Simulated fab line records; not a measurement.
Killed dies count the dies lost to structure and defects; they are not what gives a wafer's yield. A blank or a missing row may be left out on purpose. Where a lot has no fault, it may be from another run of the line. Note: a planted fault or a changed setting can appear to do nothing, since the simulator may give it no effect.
Which tool did it? ; flow nand-harc ; 11 lots, 33 wafers sampled, at 6 steps of a route of 1302

WHAT THE GAUGES SHOWED, per wafer
NHARC_A_M1_CD_MEAS_09: target cd 120 nm.
lot;measured;on;cd-nm (nm)
L627;day 23 02:11;cd-sem-02;120.3 121.0 120.5
L629;day 23 08:48;cd-sem-02;119.9 119.7 120.1
L630;day 23 22:04;cd-sem-02;120.0 119.4 120.4
L635;day 26 01:47;cd-sem-02;120.5 119.8 120.3
L638;day 27 04:26;cd-sem-03;120.8 120.9 120.6
L639;day 28 05:25;cd-sem-03;119.4 120.1 119.6
L640;day 28 08:00;cd-sem-01;119.8 119.9 120.5
L642;day 28 19:11;cd-sem-01;120.3 120.4 120.3
L648;day 31 16:17;cd-sem-03;116.2 115.9 115.5
L649;day 31 20:53;cd-sem-02;117.6 117.9 117.1
L650;day 32 19:52;cd-sem-03;118.6 119.0 118.1

NHARC_END_SORT_01.
lot;measured;on;defect-limited-yield (%);killed-at-array;killed-at-other;killed-at-periphery;killed-dies;killed-open;killed-short;sort_bin_2_pct (%);sort_bin_3_pct (%);sort_bin_4_pct (%);sort-n-pass;sort-rim-yield-pct (%);sort-yield-pct (%)
L640;day 29 16:42;prober-01;93.8 90.7 94.8;41 60 35;1 1 0;0 2 0;42 63 35;2 0 4;0 7 0;1.6 3.7 1.8;1.2 0.7 0.3;3.4 4.9 3.1;635 614 642;92 97 91;93.8 90.7 94.8
L642;day 30 06:23;prober-01;89.7 93.2 90.0;63 38 55;1 3 3;6 5 10;70 46 68;6 2 4;3 0 2;3.7 3.1 3.7;0.9 0.4 1.0;5.8 3.2 5.3;607 631 609;96 92 89;89.7 93.2 90.0

EACH LOT AND THE TOOL THAT RAN IT (in order: tool; ch and the chambers of the sampled wafers; start)
lot;NHARC_A_M0_ETCH_15;NHARC_A_M0_PRE_CLEAN_31;NHARC_A_M1_EXPOSE_06;NHARC_A_M1_ETCH_15
L627;rie-diel-08 ch 0,1,2, day 23 01:00 or earlier;pecvd-03 ch 0,1,2, day 23 01:00;arfi-scanner-01 ch 0, day 23 02:03;rie-diel-12 ch 0,1,3, no start
L629;rie-diel-13 ch 1,2, day 23 07:28 or earlier;pecvd-01 ch 0,1,2, day 23 07:28;arfi-scanner-03 ch 0, day 23 08:40;rie-diel-02 ch 0,2,3, no start
L630;rie-diel-13 ch 1,2,3, day 23 20:50 or earlier;pecvd-01 ch 0,1,2, day 23 20:50;arfi-scanner-02 ch 0, day 23 21:55;rie-diel-02 ch 0,1,3, no start
L635;rie-diel-08 ch 1,2, day 26 00:35 or earlier;pecvd-04 ch 0,1,2, day 26 00:35;arfi-scanner-01 ch 0, day 26 01:38;rie-diel-02 ch 0,2,3, no start
L638;rie-diel-09 ch 0,1,2, day 27 03:07 or earlier;pecvd-04 ch 0,2, day 27 03:07;arfi-scanner-03 ch 0, day 27 04:18;rie-diel-10 ch 0,1,3, no start
L639;rie-diel-09 ch 0,1, day 28 04:04 or earlier;pecvd-03 ch 0,1, day 28 04:04;arfi-scanner-02 ch 0, day 28 05:16;rie-diel-02 ch 0,3, no start
L640;rie-diel-08 ch 0,2,3, day 28 06:40 or earlier;pecvd-04 ch 1,2, day 28 06:40;arfi-scanner-03 ch 0, day 28 07:52;rie-diel-12 ch 0,1,3, day 29 16:42 or earlier
L642;rie-diel-09 ch 1,2,3, day 28 17:53 or earlier;pecvd-04 ch 0,1, day 28 17:53;arfi-scanner-02 ch 0, day 28 19:03;rie-diel-12 ch 1,2,3, day 30 06:23 or earlier
L648;rie-diel-08 ch 2,3, day 31 14:59 or earlier;pecvd-04 ch 1,2, day 31 14:59;arfi-scanner-03 ch 0, day 31 16:09;rie-diel-10 ch 0,1,2, no start
L649;rie-diel-09 ch 0,1, day 31 19:35 or earlier;pecvd-01 ch 0,1,2, day 31 19:35;arfi-scanner-03 ch 0, day 31 20:44;rie-diel-12 ch 0,3, no start
L650;rie-diel-13 ch 0,1, day 32 18:42 or earlier;pecvd-03 ch 0,1, day 32 18:42;arfi-scanner-03 ch 0, day 32 19:44;rie-diel-12 ch 2,3, no start
- NHARC_A_M0_ETCH_15: etches the open film in C4F8/Ar, target depth 150 nm, overetch 15 nm, time 82.5 s.
- NHARC_A_M0_PRE_CLEAN_31: time 12 s.
- NHARC_A_M1_EXPOSE_06: exposes mask A M1, target cd 120 nm.
- NHARC_A_M1_ETCH_15: etches the open film in C4F8/Ar, target depth 182.5 nm, time 91.2 s.

AS READ BY THE TOOLS THEMSELVES (means over the sampled wafers that have a number; for cases with no such wafer, the mark the record gives instead)
NHARC_A_M0_ETCH_15.
lot;tool;oes-product-au (a.u.);rf-fwd-power-W (W);rf-vpp-V (V)
L627;rie-diel-08;0.942;595.9;438.2
L629;rie-diel-13;0.977;594.8;443.6
L630;rie-diel-13;0.960;594.3;442.1
L635;rie-diel-08;0.965;594.5;438.1
L638;rie-diel-09;0.971;595.8;439.0
L639;rie-diel-09;0.965;594.8;439.1
L640;rie-diel-08;0.919;594.7;440.4
L642;rie-diel-09;0.926;595.1;441.1
L648;rie-diel-08;0.954;595.6;442.8
L649;rie-diel-09;0.954;595.1;438.0
L650;rie-diel-13;0.970;595.5;441.4

NHARC_A_M0_PRE_CLEAN_31.
lot;tool;heater-power-w (W);rf-fwd-power-W (W)
L627;pecvd-03;679;291.5
L629;pecvd-01;656;292.0
L630;pecvd-01;683;292.9
L635;pecvd-04;634;292.7
L638;pecvd-04;690;293.1
L639;pecvd-03;684;292.9
L640;pecvd-04;618;292.7
L642;pecvd-04;639;293.7
L648;pecvd-04;674;291.5
L649;pecvd-01;686;293.0
L650;pecvd-03;613;292.9

NHARC_A_M1_EXPOSE_06.
lot;tool;exposure-dose-mJ-cm2;stage-vel-mm-s (mm/s)
L627;arfi-scanner-01;75.10;500.40
L629;arfi-scanner-03;74.85;500.08
L630;arfi-scanner-02;75.06;500.22
L635;arfi-scanner-01;75.04;500.28
L638;arfi-scanner-03;75.04;500.68
L639;arfi-scanner-02;74.90;500.16
L640;arfi-scanner-03;74.99;499.98
L642;arfi-scanner-02;75.03;499.76
L648;arfi-scanner-03;70.81;499.84
L649;arfi-scanner-03;71.49;500.13
L650;arfi-scanner-03;72.26;499.81

NHARC_A_M1_ETCH_15.
lot;tool;oes-product-au (a.u.);rf-fwd-power-W (W);rf-vpp-V (V)
L627;rie-diel-12;0.934;595.5;439.8
L629;rie-diel-02;0.965;597.3;442.5
L630;rie-diel-02;0.922;594.7;440.7
L635;rie-diel-02;0.962;597.1;442.6
L638;rie-diel-10;0.973;595.4;441.4
L639;rie-diel-02;0.923;596.1;442.1
L640;rie-diel-12;0.923;594.2;439.9
L642;rie-diel-12;0.959;593.8;440.2
L648;rie-diel-10;0.950;595.6;440.4
L649;rie-diel-12;0.976;594.3;436.7
L650;rie-diel-12;0.922;596.3;437.4

THE ANSWER, worked out from the rows above alone
Rule: what is usual is taken from the lots themselves. The widest of any qualifying gaps counts: lots, ordered by their means at a reading, are off when they make up no more than a third of the lots, leave a main group of 4 or more, and stand apart from it by 3 or more times the standard deviation of that group's means. A main group is skipped when, at the precision printed for the reading in the tables above, its means are all equal. A lot without any number at a reading at which 4 lots or more have one is off too. All remaining lots with rows at the step are treated as sound. The gauges are gone through in route order, then the tools' own readings, and for those a lot's mean is taken as printed above. The first step at which some lot is off is used, and at that step the reading that is off furthest; a lot without a number counts as furthest.
Off: L648, L649, L650, at NHARC_A_M1_CD_MEAS_09 (cd-nm). For the main group the mean is 120.2 nm and the standard deviation 0.34.
If a tool, at a process step before that reading, ran all the lots that are off and no sound lot after the first of them, it fits. The gauges at NHARC_A_M1_CD_MEAS_09 aren't tried: what is off there is off at NHARC_A_M1_EXPOSE_06 too, on other tools, and a gauge's error can't cause that. With no start given for some of its lots, NHARC_A_M0_ETCH_15 uses the hours and lot order of NHARC_A_M0_PRE_CLEAN_31. One fits: arfi-scanner-03 at NHARC_A_M1_EXPOSE_06. A fault onset in the window from L640 (day 28 07:52, its last sound lot) to L648 (day 31 16:09, its first lot off) fits.
The tool's own readings at NHARC_A_M1_EXPOSE_06 bear it out: on the lots that are off they differ by more than 5 times the standard deviation of the sound lots' means. exposure-dose-mJ-cm2 reads 71.52 there against 75.00 on the sound lots.

WHAT THE SIMULATOR PUT IN
Process parameters drifting: arfi-scanner-03 at NHARC_A_M1_EXPOSE_06, beginning at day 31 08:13. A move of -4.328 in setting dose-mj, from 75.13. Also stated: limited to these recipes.
Lots struck among those shown: L648, L649, L650. The rule given above showed the same thing.
